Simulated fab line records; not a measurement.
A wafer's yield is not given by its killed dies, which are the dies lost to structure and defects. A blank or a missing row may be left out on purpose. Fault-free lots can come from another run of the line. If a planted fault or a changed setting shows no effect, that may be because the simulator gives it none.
Split-lot experiment ; flow n5_finfet ; on a route of 1938 steps: 7 lots, 21 wafers read

## SPLIT DETAILS
At N5_BEOL_M5_DESCUM_16 (chemistry O2, time 7 s), the setting time_s was moved away from the recipe's 7 s on 7 of the 21 wafers read, by -19.1% to +17.9%. This setting was run at the recipe's value on the other wafers.

Reading taken at the split's own step.

## THE READING
CAR-EUV_of_BEOL_M5_COAT_05.thk_nm (the simulator's own value, which no gauge read), in nm, at N5_BEOL_M5_DESCUM_16 (chemistry O2, time 7 s). The file gives no usual value for it. Here, 14 wafers ran the recipe; their average is 26.1 nm with a standard deviation of 0.09 nm.

wafer;tool, chamber at the split;time_s as run, s;against the recipe;CAR-EUV_of_BEOL_M5_COAT_05.thk_nm, nm;against lot-mates on the recipe
L078.3;rie_diel-02, 1,0;5.665;-19.1%;26.8;+0.8
L078.5;rie_diel-02, 1,0;5.665;-19.1%;26.8;+0.8
L078.6;rie_diel-02, 1;7;recipe;26;-
L081.1;rie_diel-05, 0,3;6.591;-5.8%;26.4;+0.4
L081.2;rie_diel-05, 0,3;6.591;-5.8%;26.4;+0.4
L081.4;rie_diel-05, 2;7;recipe;26;-
L084.1;rie_diel-02, 1,2;7;recipe;26;-
L084.3;rie_diel-02, 1,2;7;recipe;26;-
L084.5;rie_diel-02, 1;7;recipe;26;-
L083.2;rie_diel-05, 3;7;recipe;26.2;-
L083.5;rie_diel-05, 2;7;recipe;26;-
L083.6;rie_diel-05, 3;7;recipe;26.2;-
L082.1;rie_diel-06, 0;7;recipe;26;-
L082.3;rie_diel-06, 2;7;recipe;26.2;-
L082.6;rie_diel-06, 3;8.252;+17.9%;25.6;-0.5
L096.2;rie_diel-05, 3,0;6.6;-5.7%;26.4;+0.4
L096.6;rie_diel-05, 3,0;6.6;-5.7%;26.4;+0.4
L096.3;rie_diel-05, 2;7;recipe;26;-
L097.2;rie_diel-02, 0;7;recipe;26.2;-
L097.3;rie_diel-02, 1,3;7;recipe;26;-
L097.4;rie_diel-02, 1,3;7;recipe;26;-
Where a row lists several chambers, the file gives one row for several wafers and doesn't say which wafer went through which chamber.

THE FIT
A straight line over all 21 wafers: CAR-EUV_of_BEOL_M5_COAT_05.thk_nm changes by -0.0362 nm for each +1% of time_s; r = -0.94; the points scatter about the line by 0.1 nm.
The same after taking each lot's own level away (the mean of its wafers on the recipe; 21 wafers): -0.0395 nm for each +1%; r = -0.95; scatter 0.1 nm.
On that fit, the largest move of time_s shifts the reading by 0.75 nm.
Measured against the standard deviation above, the lots' own levels, which go from 26.00 to 26.13 nm, span 1.5 times it.
Consequently the slope shifts little with the lot-to-lot level, the two slopes agreeing.
Check: for one of the wafers moved furthest among these (-19.1%), held out of the fit, the line's prediction against its lot-mates is +0.801 nm. Against them it came out at +0.8 nm.

## FILE'S OWN FIT
CAR-EUV_of_BEOL_M5_COAT_05.thk_nm changes by -0.0384 nm for each +1% of time_s, r = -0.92.
